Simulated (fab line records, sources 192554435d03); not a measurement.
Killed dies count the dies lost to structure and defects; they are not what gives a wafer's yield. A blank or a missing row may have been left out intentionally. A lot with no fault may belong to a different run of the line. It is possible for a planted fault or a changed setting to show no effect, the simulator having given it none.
Comparing a struck lot with a sound one	flow n5 finfet	39 steps out of a route of 1938
Sound: the wafers L784.1, L784.2, L784.6. Wafers struck: L780.1, L780.3, L780.6. The cause is named last.
Each step with rows lists, per side, the tool, then ch with its chambers, then its first start. Under that, the readings that differ: sound wafers	struck wafers	difference of the means	sigmas: that difference in standard deviations of wafers without a fault.
alike: same words and numbers on both sides, and readings whose means sit less than 2 such deviations apart. not compared: any withheld reading, any reading some wafer has no value for, any bound like >300 that may hide the same value, and any number with overlapping values for which the record gives no deviation.
A row with sigmas, a row that says differs or no value, or rows on one side alone: a step with any of these is where the two part. Non-overlapping numbers with no deviation appear without sigmas and do not part them. A reading that every wafer of one side lacks parts them only if that side has two wafers or more.

first, 10 steps without rows for these wafers: N5_MOL_CONTACT_COAG_SPUTTER_143 (material Co, target thk 2.5 nm); N5_MOL_CONTACT_COAG_CO_FILL_22 (material Co, precursor CCTBA/H2, target thk 20 nm); N5_MOL_CONTACT_COAG_ANNEAL_113 (time 300 s); N5_MOL_CONTACT_COAG_PRE_CLEAN_142 (time 60 s); N5_MOL_CONTACT_COAG_SPUTTER_130 (material Co, target thk 47.5 nm); N5_MOL_CONTACT_COAG_PRECLEAN_125 (cleans in DIW, time 57.5 s); N5_MOL_CONTACT_COAG_SRD_126 (dry time 32 s); N5_MOL_CONTACT_COAG_CMP_23 (polishes, stops on SiO2, t overpolish 1.5 s, target thk 0 nm); N5_MOL_CONTACT_COAG_WET_ETCH_26 (target Co, target depth 13 nm); N5_MOL_CONTACT_COAG_WET_ETCH_116 (etches the open film in SC1-inhibited, target depth 4.6 nm, rinse time 30 s).
N5_MOL_CONTACT_COAG_ALD_27: deposits SiOC, target thk 17 nm, pulse time 1.5 s, time 2720 s.
  sound on ald sin-03 ch 0,1, day 10 20:25; struck on ald sin-02 ch 0,1,3, day 9 18:50
  no value came back on the struck wafers for ald cycles, chamber pressure Torr (Torr), heater power w (W), precursor pulse height rel; on the sound wafers ald cycles reads 340 340 340
then, 25 steps without rows for these wafers: N5_MOL_CONTACT_COAG_CMP_28 (polishes, stops on SiNx, t overpolish 0.85 s, target thk 14.522 nm); N5_MOL_CONTACT_COAG_ALD_123 (deposits SiNx, target thk 5 nm, pulse time 1 s, purge time 2 s); N5_MOL_CONTACT_COAG_PECVD_31 (deposits SiO2 from TEOS/O2, target thk 46 nm, time 8.9 s); N5_MOL_CONTACT_COAG_COAT_75 (time 60 s, resist thk 60 nm); N5_MOL_CONTACT_COAG_COAT_76 (time 60 s, resist thk 10 nm); N5_MOL_CONTACT_COAG_COAT_77 (time 60 s, resist thk 10 nm); N5_MOL_CONTACT_COAG_COAT_78 (resist thk 40 nm); N5_MOL_CONTACT_COAG_EBR_80; N5_MOL_CONTACT_COAG_SOFTBAKE_79 (time 60 s); N5_MOL_CONTACT_COAG_EXPOSE_81 (exposes mask VG, defocus 0 nm); N5_MOL_CONTACT_COAG_PEB_82 (peb time 60 s); N5_MOL_CONTACT_COAG_DEVELOP_83 (develop time 30 s); N5_MOL_CONTACT_COAG_DESCUM_88 (chemistry O2, time 7 s); N5_MOL_CONTACT_COAG_ETCH_89 (etches underlayer in N2/H2, target depth 13 nm, time 10.4 s); N5_MOL_CONTACT_COAG_ETCH_90 (etches SiARC in CF4, target depth 13 nm, time 21.7 s); N5_MOL_CONTACT_COAG_ALD_131 (deposits SiO2, target thk 5 nm, pulse time 1 s, co reactant pulse time 1 s); N5_MOL_CONTACT_COAG_ETCHBACK_132 (etches SiO2 in CHF3, target depth 10 nm, time 6.7 s); N5_MOL_CONTACT_COAG_ETCH_91 (etches SOC in N2/H2, target depth 60 nm, overetch 21 nm, time 101.2 s); N5_MOL_CONTACT_COAG_STRIP_92 (strips in N2/H2); N5_MOL_CONTACT_COAG_STRIP_93 (strips in N2/H2); N5_MOL_CONTACT_COAG_ETCHBACK_135 (etches SiO2 in CHF3, target depth 25 nm, time 16.7 s); N5_MOL_CONTACT_COAG_STRIP_118 (strips in CHF3); N5_MOL_CONTACT_COAG_VIA_ETCH_46 (etches SiO2 in C4F6/O2, target depth 46 nm, overetch 9.2 nm, time 40 s); N5_MOL_CONTACT_COAG_STRIP_96 (strips in N2/H2); N5_MOL_CONTACT_COAG_ETCH_47 (etches SiNx in CH3F/O2, stops on W, target depth 27 nm).
N5_MOL_CONTACT_COAG_ETCH_48: etches SiOC in C4F6/O2, target depth 15 nm, overetch 4.5 nm, time 17 s.
  sound on rie diel-04 ch 0,2, day 11 02:05; struck on rie diel-04 ch 0,2, day 9 23:56
reading	sound	struck	difference	sigmas
oes product au (a.u.)	0.63 0.60 0.59	0.26 0.26 0.26	-0.35	-5
model.etch.depth nm (nm)	16.07 15.14 14.55	0 0 0	-15	
  alike: bias w, drypump motor current A, mfc ar sccm, oes_ar_750_au, rf vpp V, showerhead plenum p Torr, throttle valve pct
  not compared: rf hours counter h
N5_BEOL_M4_RC_MEAS_101:
  the record has rows for the sound wafers here (prober-02 ch 0, day 13 13:27) and none for the struck ones
-- record jumps: 7 days separate the struck wafers' starts on either side; left off in module BEOL_M4, taken up again in module PASSIVATION, whose first shown step is the route's number 1936 --
N5_PASSIVATION_PROBE_49:
  only the struck wafers here have rows in the record (prober-02, day 16 21:43); the sound ones have none

WHERE THEY PART
Earliest at N5_MOL_CONTACT_COAG_ALD_27; latest, in this record, at N5_PASSIVATION_PROBE_49.

WHY: the cause the simulator had injected
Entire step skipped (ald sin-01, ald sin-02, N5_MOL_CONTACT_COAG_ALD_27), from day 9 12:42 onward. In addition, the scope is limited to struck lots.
